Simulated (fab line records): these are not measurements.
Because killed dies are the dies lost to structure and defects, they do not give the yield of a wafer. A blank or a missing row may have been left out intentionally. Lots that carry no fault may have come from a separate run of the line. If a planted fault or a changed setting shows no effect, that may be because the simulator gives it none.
Chamber matching    flow n5_finfet    rie_diel-04 running N5_BEOL_M3_DESCUM_33: 4 sister chambers
The step chemistry O2, time 7 s. 39 wafers are shown with their chamber, then 12 later ones without.

## WAFERS PAIRED WITH THEIR CHAMBERS
wafer   chamber  drypump_motor_current_A (A)  showerhead_plenum_p_Torr (Torr)  throttle_valve_pct (%)
L074.3  0        5.4                          2.17                             20.52
L074.4  0        5.4                          2.17                             20.54
L074.5  3        6.7                          1.99                             20.22
L076.1  3        6.7                          1.99                             20.23
L076.3  2        6.1                          2.07                             20.57
L076.4  2        6.1                          2.07                             20.56
L079.1  3        6.8                          1.98                             20.23
L079.4  2        6.1                          2.07                             20.59
L079.6  1        5.4                          2.13                             20.28
L078.1  2        6.1                          2.07                             20.58
L078.4  1        5.4                          2.13                             20.29
L078.5  3        6.8                          1.98                             20.23
L081.1  2        6.1                          2.07                             20.59
L081.2  3        6.8                          1.98                             20.25
L081.5  3        6.8                          1.98                             20.24
L082.1  1        5.4                          2.13                             20.30
L082.5  3        6.8                          1.98                             20.25
L082.6  0        5.4                          2.17                             20.56
L083.4  2        6.1                          2.07                             20.60
L083.5  1        5.4                          2.13                             20.29
L083.6  2        6.1                          2.07                             20.60
L084.2  0        5.4                          2.17                             20.54
L084.4  1        5.4                          2.13                             20.30
L084.5  0        5.4                          2.17                             20.56
L085.2  3        6.7                          1.98                             20.25
L085.4  2        6.1                          2.06                             20.60
L085.6  1        5.4                          2.13                             20.30
L088.1  0        5.4                          2.17                             20.57
L088.4  3        6.8                          1.98                             20.27
L088.6  0        5.4                          2.17                             20.56
L090.1  0        5.4                          2.16                             20.57
L090.2  3        6.7                          1.98                             20.27
L090.3  2        6.1                          2.06                             20.63
L090.4  0        5.4                          2.16                             20.57
L090.5  3        6.7                          1.98                             20.27
L090.6  2        6.1                          2.06                             20.61
L089.2  0        5.3                          2.16                             20.57
L089.3  1        5.4                          2.13                             20.30
L089.5  2        6.1                          2.06                             20.63

SIGNATURES, as means of the wafers listed above
reading                   chamber 0  chamber 1  chamber 2  chamber 3  scatter within a chamber
drypump_motor_current_A   5.390      5.400      6.100      6.755      0.0322
showerhead_plenum_p_Torr  2.1670     2.1300     2.0664     1.9818     0.00424
throttle_valve_pct        20.5560    20.2943    20.5964    20.2464    0.0178
Rule: for each reading, subtract the chamber's mean from the wafer's reading, divide by that reading's scatter and square the result; add these up over the readings and take the root, which gives the wafer's distance from the chamber. If the next closest chamber is less than 2 further off than the closest, the wafer can't be placed; otherwise it belongs to the closest. The scatter is the square root of a quotient: the sum, over the shown wafers, of each reading's squared deviation from its chamber's mean, divided by wafers minus chambers.

## WAFERS MISSING THEIR CHAMBER
wafer   drypump_motor_current_A (A)  showerhead_plenum_p_Torr (Torr)  throttle_valve_pct (%)
L094.1  6.1                          2.06                             20.26
L094.2  5.4                          2.12                             20.33
L094.3  6.7                          1.97                             20.29
L094.4  5.3                          2.16                             20.58
L094.5  5.4                          2.16                             20.60
L094.6  6.7                          1.97                             20.27
L093.1  5.4                          2.12                             20.33
L093.2  5.3                          2.16                             20.60
L093.3  6.7                          1.97                             20.28
L093.4  6.1                          2.06                             20.25
L093.5  6.7                          1.97                             20.29
L093.6  6.1                          2.06                             20.27

## CHAMBER TAKEN BY EACH
wafer   from the rows above  in truth
L094.1  2                    2
L094.2  1                    1
L094.3  3                    3
L094.4  0                    0
L094.5  0                    0
L094.6  3                    3
L093.1  1                    1
L093.2  0                    0
L093.3  3                    3
L093.4  2                    2
L093.5  3                    3
L093.6  2                    2
Correctly placed: 12 of 12. Number that these rows cannot place: 0. Number placed wrongly: 0.
